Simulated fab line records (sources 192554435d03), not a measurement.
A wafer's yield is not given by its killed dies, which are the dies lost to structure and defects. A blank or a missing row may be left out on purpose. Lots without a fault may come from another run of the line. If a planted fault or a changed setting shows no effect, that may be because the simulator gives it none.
fab line records	flow n5Finfet	part 1 of 2: steps 1 to 3 of 6
[record] lots = 23	wafers = 69	lastDay = 18
route steps=1938 shown BEOL_M4@1043
lots that met no fault: taken from a fault-free run of the same line
startH: start of the lot's first displayed wafer, in hours after the record's first day	waitH: time in hours since the lot's previous step	" as in the row above	L1.1+2: a single row standing in for several wafers	- no value, or no start given	* or withheld: withheld	< > ~ a bound
route shown NAME@n: names a module that has steps shown in the file, with the first one's number in the route	usual: mean/standard deviation taken from wafers without a fault	same: alike in all rows	chamber/n: place in a boat	sites: per-site readings	_std_site: how widely they spread, as a standard deviation	_edge_site: the outer-site mean with the inner-site mean subtracted	radiusMm: for every site, how far away it sits from the centre of the wafer	mask NAME#n: copy n	behind: tool/chamber where the wafer was last shaped	hold: why the lot was held/for how many hours/how that ended	device: transistor that didn't switch, given as n, p or np	end of line: the tests these same wafers got at the end of their route	for a step that has no rows: nothing shown but its recipe	killed: the dies lost at the first sort to structure and to defects; this is not the yield of the wafer	map: the dies of a wafer, with x for killed, . for not killed, _ for no die there
set.NAME: the setting that was run; set.NAME@STEP: the one run at that earlier step	model.NAME: the simulator's own value behind a step, which no gauge read
a sample of lots followed through the steps of the route, with each step as a table and each wafer as a row
services: from which hour (startH, from the record's first day; less than 0 if before it) a tool's chamber was out of use, for how many hours, and why
[[steps]]
[step N5_BEOL_M4_STRIP_66]
[recipe] chemistry = CF4	resist = SiARC	powerW = 300	biasPowerW = 75	pressureMtorr = 50	cf4FlowSccm = 150	rfFrequencyHz = 6e+07
[usual] biasPowerW = 75.02/0.22	drypumpMotorCurrentA = 5.6/0.48	oesProductAu = 0.78/0.086	rfVppV = 270.9/1.7	showerheadPlenumPTorr = 1.79/0.06	throttleValvePct = 13.59/0.19
lot.wafer	tool	chamber	startH	waitH	biasPowerW	drypumpMotorCurrentA	oesProductAu	rfHoursCounterH	rfVppV	showerheadPlenumPTorr	throttleValvePct
L075.3	rieDiel-04	2	164.41	0.0	75.16	5.7	0.80	100	270.4	1.74	13.49
L075.4	"	1	"	"	74.57	6.2	0.72	177	270.9	1.78	13.68
L075.5	"	0	"	"	75.04	5.5	0.68	-	271.0	1.85	13.73
L076.1	rieDiel-04	2	165.97	0.0	75.35	5.7	0.80	101	269.4	1.74	13.49
L076.2	"	1	"	"	75.04	6.2	0.72	178	271.5	1.78	13.66
L076.4	"	3	"	"	75.35	5.4	0.68	250	270.4	1.83	13.78
L077.2	rieDiel-01	3	173.16	0.0	75.29	5.9	0.77	125	270.1	1.80	13.70
L077.4	"	0	"	"	75.28	5.7	0.81	-	270.0	1.75	13.36
L077.5	"	3	"	"	75.09	5.9	0.77	-	271.1	1.80	13.71
L078.3	rieDiel-03	3	174.84	0.0	74.93	4.8	0.77	116	271.5	1.81	13.78
L078.5	"	2	"	"	75.25	6.2	0.71	-	272.2	1.78	13.63
L078.6	"	1	"	"	75.00	6.3	0.73	-	268.5	1.73	13.59
L079.2	rieDiel-01	1	195.82	0.0	74.76	5.1	0.70	225	269.0	1.70	13.81
L079.3	"	2	"	"	75.27	5.0	0.96	5	273.6	1.90	13.44
L079.4	"	3	"	"	74.90	5.9	0.77	133	269.6	1.80	13.72
L080.1	rieDiel-01	0	198.36	0.0	75.15	5.7	0.80	94	271.1	1.74	13.40
L080.2	"	1	"	"	75.21	5.1	0.69	226	268.9	1.70	13.80
L080.4	"	3	"	"	74.98	5.9	0.76	134	270.6	1.80	13.72
L081.1	rieDiel-04	3	210.56	0.0	74.81	5.4	0.97	4	273.1	1.83	13.22
L081.3	"	2	"	"	74.85	5.7	0.79	120	269.7	1.73	13.54
L081.4	"	2	"	"	74.82	5.7	0.79	-	268.1	1.73	13.54
L082.1	rieDiel-04	2	215.12	0.0	75.19	5.7	0.78	122	270.0	1.73	13.53
L082.4	"	1	"	"	75.08	6.2	0.70	-	269.4	1.78	13.75
L082.6	"	3	"	"	75.48	5.4	0.96	-	272.3	1.83	13.22
L083.3	rieDiel-04	3	215.67	0.0	75.22	5.4	0.95	7	272.6	1.83	13.22
L083.4	"	3	"	"	75.10	5.4	0.96	-	272.8	1.83	13.21
L083.5	"	1	"	"	75.05	6.2	0.70	-	269.9	1.78	13.72
L084.2	rieDiel-03	2	225.15	0.0	74.79	6.2	0.70	196	270.9	1.78	13.66
L084.3	"	1	"	"	75.06	6.3	0.72	198	268.7	1.73	13.64
L084.6	"	0	"	"	75.40	5.1	0.84	-	272.8	1.91	13.47
L085.2	rieDiel-01	1	225.47	0.0	75.08	5.1	0.70	236	267.7	1.69	13.81
L085.5	"	1	"	"	75.00	5.1	0.70	-	269.3	1.69	13.83
L085.6	"	0	"	"	75.02	5.7	0.80	-	269.6	1.74	13.42
L087.3	rieDiel-01	0	227.62	0.0	75.17	5.7	0.79	105	268.4	1.74	13.41
L087.4	"	1	"	"	75.34	5.1	0.70	237	267.9	1.69	13.84
L087.6	"	0	"	"	75.22	5.7	0.79	-	269.3	1.74	13.43
L086.1	rieDiel-03	1	231.33	0.0	74.94	6.3	0.72	199	268.0	1.73	13.62
L086.2	"	2	"	"	74.79	6.2	0.70	198	270.4	1.78	13.68
L086.6	"	1	"	"	75.31	6.3	0.72	-	269.2	1.73	13.62
L088.1	rieDiel-03	1	240.89	0.0	74.65	6.3	0.71	202	269.1	1.73	13.64
L088.3	"	2	"	"	75.15	6.2	0.70	201	271.8	1.78	13.68
L088.4	"	0	"	"	74.93	5.0	0.83	75	272.0	1.91	13.48
L089.2	rieDiel-03	1	260.81	0.0	75.01	6.4	0.71	208	270.4	1.72	13.65
L089.3	"	0	"	"	74.85	5.0	0.83	81	273.1	1.90	13.48
L089.4	"	3	"	"	75.07	4.8	0.74	143	271.1	1.80	13.86
L090.3	rieDiel-04	3	271.35	0.0	74.84	5.4	0.90	30	271.2	1.82	13.27
L090.4	"	0	"	"	75.16	5.5	0.91	18	271.9	1.84	13.22
L090.6	"	3	"	"	74.85	5.4	0.90	-	270.6	1.82	13.27
L091.1	rieDiel-01	3	272.13	0.0	74.98	5.9	0.74	162	271.1	1.79	13.80
L091.2	"	1	"	"	74.94	5.1	0.99	0	273.1	1.90	13.32
L091.6	"	0	"	"	74.81	5.7	0.77	-	268.8	1.74	13.46
L093.4	rieDiel-04	1	274.97	0.0	75.20	6.2	0.69	217	271.1	1.77	13.77
L093.5	"	0	"	"	74.79	5.5	0.90	-	272.1	1.84	13.21
L093.6	"	3	"	"	75.09	5.4	0.90	-	271.8	1.82	13.28
L092.3	rieDiel-04	0	279.80	0.0	75.05	5.5	0.90	22	273.1	1.84	13.22
L092.4	"	3	"	"	74.87	5.4	0.90	33	271.7	1.82	13.28
L092.5	"	3	"	"	74.77	5.4	0.89	-	271.9	1.82	13.30
L095.1	rieDiel-03	1	290.19	0.0	74.88	6.3	0.71	219	267.8	1.72	13.68
L095.4	"	2	"	"	75.12	6.2	0.69	216	270.8	1.77	13.74
L095.6	"	2	"	"	74.92	6.2	0.69	-	272.2	1.77	13.73
L094.2	rieDiel-03	1	292.69	0.0	75.10	6.4	0.70	220	269.0	1.72	13.68
L094.5	"	2	"	"	75.13	6.2	0.69	-	272.0	1.77	13.72
L094.6	"	3	"	"	74.82	4.8	0.74	-	271.9	1.80	13.88
L097.2	rieDiel-03	1	293.09	0.0	74.65	6.4	0.71	220	268.5	1.72	13.67
L097.4	"	2	"	"	74.95	6.2	0.69	217	271.6	1.77	13.74
L097.6	"	3	"	"	74.38	4.8	0.73	-	272.0	1.80	13.88
L096.1	rieDiel-04	1	295.53	0.0	75.19	6.2	0.69	225	271.2	1.77	13.78
L096.2	"	3	"	"	74.93	5.4	0.89	37	271.1	1.82	13.28
L096.4	"	0	"	"	74.66	5.4	0.89	26	273.1	1.84	13.24
[step N5_BEOL_M4_ETCH_70]
[recipe] chemistry = N2/H2	target = SOC	targetDepthA = 800	overetchA = 240	maskMaterial = SiARC	tempC = 40	timeS = 130	ionEnergyEv = 200	pressureMtorr = 30	sourceW = 840	biasW = 150	n2FlowSccm = 200	h2FlowSccm = 200
[usual] drypumpMotorCurrentA = 5.6/0.46	oesProductAu = 0.58/0.064	rfVppV = 523.9/2.7	showerheadPlenumPTorr = 2.55/0.09	throttleValvePct = 17.81/0.21
lot.wafer	tool	chamber	startH	waitH	drypumpMotorCurrentA	oesProductAu	rfHoursCounterH	rfVppV	showerheadPlenumPTorr	throttleValvePct
L075.3	rieDiel-03	0	167.20	0.0	5.1	0.65	50	527.3	2.70	17.60
L075.4	"	2	"	"	6.2	0.54	176	524.2	2.52	17.78
L075.5	"	1	"	"	6.3	0.54	-	519.0	2.45	17.76
L076.1	rieDiel-04	2	167.26	0.0	5.7	0.60	102	521.4	2.46	17.82
L076.2	"	0	"	"	5.5	0.50	248	525.1	2.61	17.81
L076.4	"	1	"	"	6.2	0.53	-	524.8	2.55	18.02
L077.2	rieDiel-04	1	186.06	0.0	6.2	0.53	186	523.1	2.55	18.02
L077.4	"	2	"	"	5.7	0.59	-	520.8	2.46	17.83
L077.5	"	0	"	"	5.4	0.50	-	526.1	2.61	17.84
L078.3	rieDiel-01	3	190.70	0.0	5.9	0.57	131	523.1	2.55	18.02
L078.5	"	0	"	"	5.7	0.60	-	523.2	2.46	17.57
L078.6	"	1	"	"	5.1	0.52	-	518.5	2.43	18.13
L079.2	rieDiel-04	0	197.74	0.0	5.5	0.50	256	526.1	2.61	17.83
L079.3	"	2	"	"	5.7	0.59	114	521.9	2.45	17.84
L079.4	"	2	"	"	5.7	0.59	-	520.5	2.45	17.86
L080.1	rieDiel-03	1	201.07	0.0	6.4	0.54	188	521.7	2.44	17.79
L080.2	"	3	"	"	4.8	0.56	125	523.2	2.54	17.81
L080.4	"	0	"	"	5.1	0.64	62	527.4	2.70	17.63
L081.1	rieDiel-01	0	219.94	0.0	5.7	0.59	103	520.5	2.46	17.58
L081.3	"	2	"	"	5.0	0.69	14	529.2	2.70	17.65
L081.4	"	3	"	"	5.9	0.55	143	525.1	2.54	18.03
L082.1	rieDiel-04	1	220.03	0.0	6.2	0.53	202	523.4	2.54	18.06
L082.4	"	3	"	"	5.4	0.71	-	525.2	2.59	17.44
L082.6	"	2	"	"	5.7	0.59	-	521.7	2.45	17.86
L083.3	rieDiel-04	3	223.69	0.0	5.4	0.71	11	524.3	2.59	17.42
L083.4	"	2	"	"	5.7	0.59	127	520.9	2.45	17.87
L083.5	"	3	"	"	5.4	0.70	-	525.0	2.59	17.44
L084.2	rieDiel-01	3	226.97	0.0	5.9	0.56	145	522.9	2.54	18.03
L084.3	"	1	"	"	5.1	0.51	237	520.6	2.42	18.14
L084.6	"	1	"	"	5.1	0.51	-	520.7	2.42	18.14
L085.2	rieDiel-01	3	235.31	0.0	5.9	0.56	147	523.9	2.54	18.05
L085.5	"	0	"	"	5.7	0.59	-	522.8	2.45	17.61
L085.6	"	3	"	"	5.9	0.56	-	523.0	2.54	18.02
L087.3	rieDiel-04	1	235.31	0.0	6.2	0.52	207	522.8	2.54	18.07
L087.4	"	3	"	"	5.4	0.69	15	525.9	2.59	17.44
L087.6	"	1	"	"	6.2	0.52	-	524.5	2.54	18.08
L086.1	rieDiel-01	1	245.56	0.0	5.1	0.51	245	520.2	2.42	18.17
L086.2	"	3	"	"	5.9	0.56	151	523.5	2.54	18.06
L086.6	"	3	"	"	5.9	0.55	-	522.9	2.54	18.03
L088.1	rieDiel-04	1	254.85	0.0	6.2	0.52	211	522.8	2.54	18.08
L088.3	"	3	"	"	5.4	0.67	24	525.3	2.59	17.45
L088.4	"	2	"	"	5.7	0.57	138	521.7	2.44	17.88
L089.2	rieDiel-01	2	262.13	0.0	5.0	0.67	31	527.9	2.69	17.68
L089.3	"	0	"	"	5.7	0.58	120	522.4	2.45	17.63
L089.4	"	0	"	"	5.7	0.58	-	520.5	2.45	17.63
L090.3	rieDiel-01	2	278.74	0.0	5.0	0.66	36	528.4	2.69	17.71
L090.4	"	0	"	"	5.7	0.58	127	523.1	2.45	17.64
L090.6	"	3	"	"	5.9	0.55	-	522.8	2.53	18.07
L091.1	rieDiel-03	3	278.84	0.0	4.8	0.55	149	522.6	2.53	17.86
L091.2	"	1	"	"	6.3	0.53	215	519.0	2.43	17.83
L091.6	"	0	"	"	5.1	0.61	-	526.8	2.69	17.68
L093.4	rieDiel-03	2	279.22	0.0	6.2	0.52	212	523.0	2.51	17.85
L093.5	"	0	"	"	5.1	0.61	-	528.1	2.69	17.67
L093.6	"	1	"	"	6.3	0.53	-	522.7	2.43	17.84
L092.3	rieDiel-01	0	282.07	0.0	5.7	0.57	128	520.7	2.45	17.64
L092.4	"	1	"	"	5.1	0.71	4	529.7	2.74	17.74
L092.5	"	3	"	"	5.9	0.55	-	523.5	2.53	18.08
L095.1	rieDiel-04	2	300.22	0.0	5.7	0.56	154	521.8	2.44	17.91
L095.4	"	1	"	"	6.2	0.51	227	522.5	2.53	18.11
L095.6	"	1	"	"	6.2	0.51	-	523.2	2.53	18.12
L094.2	rieDiel-03	1	301.64	0.0	6.3	0.52	223	519.1	2.43	17.85
L094.5	"	0	"	"	5.1	0.61	-	526.8	2.68	17.69
L094.6	"	1	"	"	6.4	0.52	-	519.7	2.43	17.84
L097.2	rieDiel-01	1	301.70	0.0	5.1	0.69	10	526.8	2.73	17.73
L097.4	"	0	"	"	5.7	0.56	135	521.5	2.44	17.65
L097.6	"	3	"	"	5.9	0.55	-	522.9	2.53	18.08
L096.1	rieDiel-04	3	305.84	0.0	5.4	0.65	42	526.5	2.58	17.49
L096.2	"	1	"	"	6.2	0.50	229	524.5	2.53	18.11
L096.4	"	1	"	"	6.2	0.51	-	522.7	2.53	18.12
[step N5_BEOL_M4_TRENCH_ETCH_37]
[recipe] chemistry = C4F6/O2	targetDepthA = 555.55	target = SiOC	timeS = 29.2	ionEnergyEv = 250	pressureMtorr = 30	sourceW = 355	biasW = 185	Ar_flow_sccm = 300	C4F6_flow_sccm = 10	O2_flow_sccm = 10
[usual] drypumpMotorCurrentA = 5.6/0.46	oes_o_777_au = 0.79/0.092	oesProductAu = 0.79/0.095	rfVppV = 668/13	showerheadPlenumPTorr = 2.85/0.099	throttleValvePct = 20.84/0.16
lot.wafer	tool	chamber	startH	waitH	drypumpMotorCurrentA	oes_o_777_au	oesProductAu	rfHoursCounterH	rfVppV	showerheadPlenumPTorr	throttleValvePct
L075.3	rieDiel-03	0	-	-	5.1	0.88	0.89	50	691	3.03	20.76
L075.4	"	2	"	"	6.2	0.69	0.72	176	673	2.86	21.00
L075.5	"	1	"	"	6.3	0.75	0.74	-	673	2.72	20.64
L076.1	rieDiel-04	2	-	-	5.7	0.80	0.82	102	686	2.76	20.81
L076.2	"	0	"	"	5.5	0.69	0.68	248	644	2.92	20.90
L076.4	"	1	"	"	6.2	0.73	0.71	-	669	2.84	20.95
L077.2	rieDiel-04	1	-	-	6.2	0.73	0.72	186	669	2.83	20.95
L077.4	"	2	"	"	5.7	0.80	0.81	-	683	2.76	20.84
L077.5	"	0	"	"	5.5	0.69	0.68	-	646	2.92	20.90
L078.3	rieDiel-01	3	-	-	5.9	0.77	0.76	131	681	2.84	20.95
L078.5	"	0	"	"	5.7	0.82	0.81	-	659	2.76	20.60
L078.6	"	1	"	"	5.1	0.71	0.70	-	656	2.72	21.11
L079.2	rieDiel-04	0	-	-	5.5	0.69	0.68	256	644	2.92	20.91
L079.3	"	2	"	"	5.7	0.79	0.81	115	684	2.75	20.83
L079.4	"	2	"	"	5.7	0.80	0.81	-	685	2.75	20.82
L080.1	rieDiel-03	1	-	-	6.4	0.75	0.73	188	672	2.71	20.64
L080.2	"	3	"	"	4.8	0.80	0.76	125	656	2.85	20.99
L080.4	"	0	"	"	5.1	0.86	0.87	62	690	3.02	20.77
L081.1	rieDiel-01	0	-	-	5.7	0.80	0.80	103	658	2.75	20.60
L081.3	"	2	"	"	5.0	0.96	0.97	14	660	3.00	20.73
L081.4	"	3	"	"	5.9	0.75	0.76	143	681	2.84	20.96
L082.1	rieDiel-04	1	-	-	6.2	0.71	0.71	202	667	2.83	20.98
L082.4	"	3	"	"	5.4	0.97	0.99	-	668	2.92	20.66
L082.6	"	2	"	"	5.7	0.77	0.79	-	684	2.75	20.85
L083.3	rieDiel-04	3	-	-	5.4	0.97	0.98	11	668	2.92	20.65
L083.4	"	2	"	"	5.7	0.78	0.79	127	683	2.75	20.85
L083.5	"	3	"	"	5.4	0.97	0.97	-	667	2.92	20.65
L084.2	rieDiel-01	3	-	-	5.9	0.76	0.76	145	680	2.84	20.97
L084.3	"	1	"	"	5.1	0.70	0.69	237	655	2.71	21.12
L084.6	"	1	"	"	5.1	0.70	0.70	-	656	2.71	21.12
L085.2	rieDiel-01	3	-	-	5.9	0.75	0.76	147	680	2.84	20.98
L085.5	"	0	"	"	5.7	0.81	0.80	-	659	2.75	20.61
L085.6	"	3	"	"	5.9	0.74	0.76	-	681	2.84	20.97
L087.3	rieDiel-04	1	-	-	6.2	0.71	0.70	207	668	2.82	20.98
L087.4	"	3	"	"	5.4	0.95	0.96	15	667	2.92	20.67
L087.6	"	1	"	"	6.2	0.71	0.70	-	670	2.82	20.98
L086.1	rieDiel-01	1	-	-	5.1	0.70	0.69	245	656	2.71	21.12
L086.2	"	3	"	"	5.9	0.75	0.75	151	681	2.84	20.98
L086.6	"	3	"	"	5.9	0.75	0.75	-	682	2.83	20.97
L088.1	rieDiel-04	1	-	-	6.2	0.71	0.69	211	666	2.82	20.99
L088.3	"	3	"	"	5.4	0.94	0.94	24	667	2.91	20.67
L088.4	"	2	"	"	5.7	0.77	0.78	138	685	2.74	20.86
L089.2	rieDiel-01	2	-	-	5.0	0.92	0.92	31	660	2.99	20.75
L089.3	"	0	"	"	5.7	0.79	0.78	121	659	2.74	20.64
L089.4	"	0	"	"	5.7	0.79	0.78	-	660	2.74	20.62
L090.3	rieDiel-01	2	-	-	5.0	0.91	0.89	37	661	2.99	20.75
L090.4	"	0	"	"	5.7	0.77	0.77	127	659	2.74	20.64
L090.6	"	3	"	"	5.9	0.73	0.74	-	680	2.83	21.00
L091.1	rieDiel-03	3	-	-	4.8	0.78	0.74	149	656	2.84	21.03
L091.2	"	1	"	"	6.3	0.73	0.71	215	670	2.70	20.70
L091.6	"	0	"	"	5.1	0.83	0.83	-	687	3.01	20.80
L093.4	rieDiel-03	2	-	-	6.2	0.66	0.70	213	673	2.84	21.07
L093.5	"	0	"	"	5.1	0.83	0.83	-	690	3.01	20.80
L093.6	"	1	"	"	6.3	0.73	0.71	-	672	2.70	20.69
L092.3	rieDiel-01	0	-	-	5.7	0.78	0.77	128	658	2.74	20.63
L092.4	"	1	"	"	5.1	0.98	0.97	4	665	3.04	20.76
L092.5	"	3	"	"	5.9	0.73	0.74	-	680	2.83	21.00
L095.1	rieDiel-04	2	-	-	5.7	0.76	0.77	154	684	2.74	20.88
L095.4	"	1	"	"	6.2	0.70	0.69	227	667	2.82	21.02
L095.6	"	1	"	"	6.2	0.70	0.68	-	667	2.81	21.01
L094.2	rieDiel-03	1	-	-	6.3	0.71	0.70	223	672	2.70	20.69
L094.5	"	0	"	"	5.1	0.82	0.82	-	689	3.00	20.83
L094.6	"	1	"	"	6.3	0.72	0.70	-	671	2.70	20.70
L097.2	rieDiel-01	1	-	-	5.1	0.95	0.95	10	667	3.04	20.77
L097.4	"	0	"	"	5.7	0.77	0.77	135	659	2.74	20.66
L097.6	"	3	"	"	5.9	0.73	0.72	-	682	2.83	21.01
L096.1	rieDiel-04	3	-	-	5.4	0.91	0.91	42	668	2.90	20.70
L096.2	"	1	"	"	6.2	0.70	0.68	229	668	2.81	21.01
L096.4	"	1	"	"	6.2	0.70	0.68	-	667	2.81	21.03
